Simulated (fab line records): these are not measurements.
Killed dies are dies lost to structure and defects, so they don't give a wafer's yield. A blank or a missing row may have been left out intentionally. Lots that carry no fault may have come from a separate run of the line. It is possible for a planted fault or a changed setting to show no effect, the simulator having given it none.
Which of the tools did it?    flow n5Finfet    24 lots, 72 wafers sampled, at 6 steps of a route of 1938

== WHAT THE GAUGES SHOWED, per wafer ==
N5_MOL_CONTACT_COAG_THK_MEAS_29.
lot   measured      on            MD_CAP_THK (nm)
L074  day 5 06:03   filmMetro-01  17.86 17.83 17.72
L075  day 5 09:24   filmMetro-01  17.94 17.95 17.93
L077  day 5 17:41   filmMetro-02  17.83 17.76 17.89
L078  day 6 04:49   filmMetro-01  18.03 18.05 18.00
L079  day 6 09:28   filmMetro-02  18.00 17.88 17.85
L080  day 6 13:34   filmMetro-01  17.85 18.00 18.04
L081  day 6 20:53   filmMetro-01  17.78 17.79 17.79
L082  day 7 03:01   filmMetro-01  17.92 17.97 17.97
L083  day 7 06:39   filmMetro-02  18.07 18.07 18.00
L084  day 7 14:42   filmMetro-01  17.87 17.86 17.96
L085  day 7 19:43   filmMetro-01  17.98 18.04 18.02
L086  day 8 00:10   filmMetro-02  17.99 17.97 17.79
L087  day 8 04:45   filmMetro-02  17.90 17.94 17.84
L088  day 8 10:16   filmMetro-02  17.87 17.88 17.82
L089  day 8 16:35   filmMetro-02  18.09 17.85 17.98
L090  day 9 01:37   filmMetro-02  17.83 17.99 18.02
L091  day 9 07:21   filmMetro-01  17.91 17.92 17.80
L092  day 9 12:08   filmMetro-02  17.86 18.10 17.93
L093  day 9 23:37   filmMetro-01  17.87 17.86 17.86
L076  day 10 01:47  filmMetro-01  17.88 17.73 17.86
L094  day 10 07:05  filmMetro-01  17.94 18.07 17.95
L095  day 10 13:26  filmMetro-02  17.95 17.97 17.82
L097  day 10 19:26  filmMetro-02  18.01 17.91 18.02
L096  day 10 22:32  filmMetro-02  18.03 18.05 18.02

N5_MOL_CONTACT_COAG_INSPECT_57: inspects for defects (brightfield).
lot   measured      on                rawDefectCount
L074  day 5 07:01   defectInspect-02  254 171 154
L075  day 5 10:30   defectInspect-01  287 283 264
L077  day 5 18:46   defectInspect-01  210 307 221
L078  day 6 06:18   defectInspect-01  252 170 211
L079  day 6 10:34   defectInspect-02  248 198 243
L080  day 6 14:39   defectInspect-01  176 298 232
L081  day 6 22:03   defectInspect-02  176 260 273
L082  day 7 04:37   defectInspect-01  166 128 245
L083  day 7 07:44   defectInspect-02  239 208 218
L084  day 7 15:40   defectInspect-01  119 174 189
L085  day 7 22:43   defectInspect-02  142 162 175
L086  day 8 01:08   defectInspect-01  325 270 216
L087  day 8 05:50   defectInspect-02  181 230 193
L088  day 8 11:22   defectInspect-02  187 199 225
L089  day 8 17:33   defectInspect-01  164 131 97
L090  day 9 02:43   defectInspect-01  434 263 142
L091  day 9 08:26   defectInspect-02  118 184 157
L092  day 9 13:26   defectInspect-01  114 132 150
L093  day 10 00:36  defectInspect-01  284 216 248
L076  day 10 02:55  defectInspect-01  167 208 162
L094  day 10 08:04  defectInspect-02  246 209 274
L095  day 10 14:40  defectInspect-02  229 146 103
L097  day 10 20:31  defectInspect-02  236 217 292
L096  day 10 23:39  defectInspect-01  203 183 205

== EACH LOT AND THE TOOL THAT RAN IT (in order: tool; ch and the chambers of the sampled wafers; start) ==
lot   N5_GATE_CUT_CMP_23             N5_MOL_CONTACT_COAG_PRE_CLEAN_141  N5_MOL_CONTACT_COAG_ALD_27        N5_MOL_CONTACT_COAG_ALD_123
L074  cmp-03 ch 2,3, day 4 17:14     pvdSputter-01, day 4 21:44         aldSin-02 ch 1,2, day 5 04:11     aldSin-03 ch 2,3, day 5 06:05
L075  cmp-03 ch 1,2, day 4 22:26     pvdSputter-03, day 5 04:23         aldSin-03 ch 1,2,3, day 5 07:32   aldSin-03 ch 1,3, day 5 09:26
L077  cmp-03 ch 1,2,3, day 5 07:38   pvdSputter-01, day 5 12:04         aldSin-03 ch 0,2,3, day 5 15:49   aldSin-04 ch 1,2,3, day 5 17:43
L078  cmp-02 ch 0,1,3, day 5 14:17   pvdSputter-02, day 5 20:29         aldSin-02 ch 0,2,3, day 6 02:57   aldSin-04 ch 0,2,3, day 6 05:22
L079  cmp-02 ch 1,2,3, day 5 18:46   pvdSputter-02, day 6 01:41         aldSin-03 ch 1,2, day 6 07:36     aldSin-03 ch 0,2, day 6 09:30
L080  cmp-02 ch 0,2,3, day 6 01:55   pvdSputter-03, day 6 07:45         aldSin-04 ch 1,2,3, day 6 11:41   aldSin-03 ch 0,2,3, day 6 13:35
L081  cmp-03 ch 0,2, day 6 08:37     pvdSputter-02, day 6 14:25         aldSin-02 ch 1,2,3, day 6 19:01   aldSin-02 ch 0,2,3, day 6 21:07
L082  cmp-03 ch 0,2,3, day 6 17:15   pvdSputter-03, day 6 21:55         aldSin-03 ch 0,1, day 7 01:10     aldSin-04 ch 1,2, day 7 03:37
L083  cmp-04 ch 0,3, day 6 21:49     pvdSputter-01, day 7 01:30         aldSin-04 ch 0,3, day 7 04:47     aldSin-02 ch 2,3, day 7 06:41
L084  cmp-04 ch 0,2,3, day 7 04:32   pvdSputter-01, day 7 09:06         aldSin-02 ch 0,1,2, day 7 12:50   aldSin-03 ch 2,3, day 7 14:44
L085  cmp-03 ch 0,1, day 7 08:15     pvdSputter-03, day 7 12:29         aldSin-02 ch 0,2,3, day 7 17:51   aldSin-02 ch 1,2,3, day 7 21:40
L086  cmp-03 ch 0,1,3, day 7 13:43   pvdSputter-01, day 7 17:38         aldSin-02 ch 0,2,3, day 7 22:19   aldSin-02 ch 0,1,2, day 8 00:13
L087  cmp-04 ch 2,3, day 7 18:19     pvdSputter-03, day 7 21:49         aldSin-04 ch 0,1,2, day 8 02:53   aldSin-03 ch 1,3, day 8 04:47
L088  cmp-04 ch 2,3, day 8 00:49     pvdSputter-01, day 8 03:55         aldSin-03 ch 0,3, day 8 08:24     aldSin-04 ch 1,2,3, day 8 10:18
L089  cmp-03 ch 1,2,3, day 8 06:41   pvdSputter-03, day 8 11:23         aldSin-04 ch 0,3, day 8 14:43     aldSin-04 ch 0,1,3, day 8 16:37
L090  cmp-04 ch 2,3, day 8 15:41     pvdSputter-01, day 8 20:10         aldSin-04 ch 1,2, day 8 23:45     aldSin-03 ch 0,1,2, day 9 01:39
L091  cmp-04 ch 0,1,3, day 8 21:19   pvdSputter-01, day 9 01:13         aldSin-03 ch 0,2,3, day 9 05:29   aldSin-04 ch 0,1,3, day 9 07:23
L092  cmp-02 ch 0,1,3, day 9 01:38   pvdSputter-03, day 9 05:43         aldSin-03 ch 0,1,2, day 9 10:16   aldSin-03 ch 0,1, day 9 12:30
L093  cmp-04 ch 0,1,3, day 9 13:18   pvdSputter-01, day 9 18:14         aldSin-02 ch 0,1,3, day 9 21:45   aldSin-03 ch 0,3, day 9 23:39
L076  cmp-03 ch 0,3, day 9 13:29     pvdSputter-01, day 9 18:41         aldSin-02 ch 0,1,2, day 9 23:55   aldSin-04 ch 1,2,3, day 10 01:49
L094  cmp-02 ch 0,1, day 9 20:16     pvdSputter-03, day 10 00:16        aldSin-04 ch 0,2,3, day 10 05:13  aldSin-03 ch 0,3, day 10 07:07
L095  cmp-04 ch 0,2, day 10 03:56    pvdSputter-01, day 10 07:55        aldSin-02 ch 0,1, day 10 11:35    aldSin-04 ch 0,2, day 10 13:36
L097  cmp-04 ch 0,1,3, day 10 09:14  pvdSputter-03, day 10 14:13        aldSin-04 ch 1,2,3, day 10 17:34  aldSin-04 ch 1,2, day 10 19:28
L096  cmp-04 ch 0,2,3, day 10 10:16  pvdSputter-03, day 10 15:43        aldSin-03 ch 0,1,3, day 10 20:41  aldSin-03 ch 1,2,3, day 10 22:35
- N5_GATE_CUT_CMP_23: polishes, stops on SiO2, t overpolish 23.4 s, target thk 16 nm.
- N5_MOL_CONTACT_COAG_PRE_CLEAN_141: time 60 s.
- N5_MOL_CONTACT_COAG_ALD_27: deposits SiOC, target thk 17 nm, pulse time 1.5 s, time 2720 s.
- N5_MOL_CONTACT_COAG_ALD_123: deposits SiNx, target thk 5 nm, pulse time 1 s, purge time 2 s.

== AS READ BY THE TOOLS THEMSELVES (means over the sampled wafers that have a number; for cases with no such wafer, the mark the record gives instead) ==
N5_GATE_CUT_CMP_23.
lot   tool    edgeZonePressureFrac  motorCurrentA (A)  overpolishRunS (s)  timeToEndpointS (s)
L074  cmp-03  1.003                 8.4                23.402              21.1
L075  cmp-03  0.999                 8.1                23.394              23.9
L077  cmp-03  1.005                 7.9                23.391              21.6
L078  cmp-02  0.994                 10.1               23.405              21.6
L079  cmp-02  0.996                 10.5               23.397              19.2
L080  cmp-02  1.005                 9.2                23.398              20.3
L081  cmp-03  1.009                 8.9                23.408              20.5
L082  cmp-03  1.004                 8.8                23.391              21.7
L083  cmp-04  1.000                 11.1               23.395              20.9
L084  cmp-04  1.005                 10.2               23.401              18.6
L085  cmp-03  1.006                 9.0                23.404              17.7
L086  cmp-03  1.002                 8.5                23.395              18.3
L087  cmp-04  0.995                 10.4               23.400              20.9
L088  cmp-04  0.999                 10.6               23.401              19.9
L089  cmp-03  0.997                 8.1                23.399              21.4
L090  cmp-04  0.996                 10.3               23.403              18.9
L091  cmp-04  1.002                 10.2               23.407              20.9
L092  cmp-02  1.001                 9.7                23.396              19.9
L093  cmp-04  0.999                 9.9                23.403              20.5
L076  cmp-03  1.001                 8.5                23.402              17.8
L094  cmp-02  1.010                 9.0                23.402              19.8
L095  cmp-04  0.999                 9.2                23.404              20.6
L097  cmp-04  0.995                 10.1               23.404              22.8
L096  cmp-04  0.998                 10.0               23.403              23.0

N5_MOL_CONTACT_COAG_PRE_CLEAN_141.
lot   tool           heaterPowerW (W)
L074  pvdSputter-01  462
L075  pvdSputter-03  451
L077  pvdSputter-01  441
L078  pvdSputter-02  445
L079  pvdSputter-02  444
L080  pvdSputter-03  444
L081  pvdSputter-02  453
L082  pvdSputter-03  444
L083  pvdSputter-01  443
L084  pvdSputter-01  430
L085  pvdSputter-03  468
L086  pvdSputter-01  432
L087  pvdSputter-03  464
L088  pvdSputter-01  463
L089  pvdSputter-03  426
L090  pvdSputter-01  463
L091  pvdSputter-01  461
L092  pvdSputter-03  444
L093  pvdSputter-01  446
L076  pvdSputter-01  444
L094  pvdSputter-03  453
L095  pvdSputter-01  457
L097  pvdSputter-03  453
L096  pvdSputter-03  439

N5_MOL_CONTACT_COAG_ALD_27.
lot   tool       heaterPowerOuterW (W)  heaterPowerW (W)  precursorPulseHeightRel
L074  aldSin-02  551                    908               1.005
L075  aldSin-03  514                    813               1.007
L077  aldSin-03  519                    829               1.006
L078  aldSin-02  523                    841               1.003
L079  aldSin-03  477                    766               0.992
L080  aldSin-04  520                    857               0.985
L081  aldSin-02  533                    890               0.996
L082  aldSin-03  526                    832               0.980
L083  aldSin-04  578                    921               0.988
L084  aldSin-02  548                    889               0.995
L085  aldSin-02  540                    849               0.986
L086  aldSin-02  532                    850               0.991
L087  aldSin-04  526                    906               0.989
L088  aldSin-03  542                    868               1.004
L089  aldSin-04  577                    929               0.992
L090  aldSin-04  505                    857               1.002
L091  aldSin-03  498                    820               1.000
L092  aldSin-03  482                    783               0.993
L093  aldSin-02  496                    810               1.008
L076  aldSin-02  557                    881               0.991
L094  aldSin-04  565                    897               1.011
L095  aldSin-02  516                    808               1.010
L097  aldSin-04  527                    875               0.995
L096  aldSin-03  520                    828               0.987

N5_MOL_CONTACT_COAG_ALD_123.
lot   tool       heaterPowerOuterW (W)  heaterPowerW (W)  precursorPulseHeightRel
L074  aldSin-03  520                    857               1.008
L075  aldSin-03  544                    851               0.988
L077  aldSin-04  520                    872               0.981
L078  aldSin-04  546                    876               1.003
L079  aldSin-03  498                    823               0.997
L080  aldSin-03  508                    830               0.986
L081  aldSin-02  532                    842               1.007
L082  aldSin-04  500                    857               1.007
L083  aldSin-02  515                    834               0.987
L084  aldSin-03  495                    805               0.995
L085  aldSin-02  540                    880               0.996
L086  aldSin-02  553                    882               1.004
L087  aldSin-03  543                    845               0.975
L088  aldSin-04  522                    882               0.995
L089  aldSin-04  554                    896               0.980
L090  aldSin-03  483                    790               0.997
L091  aldSin-04  553                    907               1.007
L092  aldSin-03  515                    815               0.992
L093  aldSin-03  542                    863               1.006
L076  aldSin-04  525                    883               0.995
L094  aldSin-03  540                    861               1.006
L095  aldSin-04  559                    911               0.993
L097  aldSin-04  499                    844               0.997
L096  aldSin-03  498                    811               0.993

== THE ANSWER, worked out from the rows above alone ==
Rule: what is usual is taken from the lots themselves. Put in order of their means at a reading, lots are off if they are a third of the lots or fewer, leave a main group of 4 or more, and stand apart from it by a gap of 3 or more times the standard deviation of the main group's means; of several such gaps the widest counts. A main group whose means are all the same, to the digits that the tables above print for the reading, isn't used. A lot without any number at a reading at which 4 lots or more have one is off too. All remaining lots with rows at the step are treated as sound. The gauges are gone through in route order, then the tools' own readings, and for those a lot's mean is taken as printed above. At the first step where some lot is off, the reading lying furthest off is the one used; lots without a number count as furthest.
No lot is off on any of the readings shown, so nothing can be concluded from this.

== WHAT THE SIMULATOR HAD INSERTED ==
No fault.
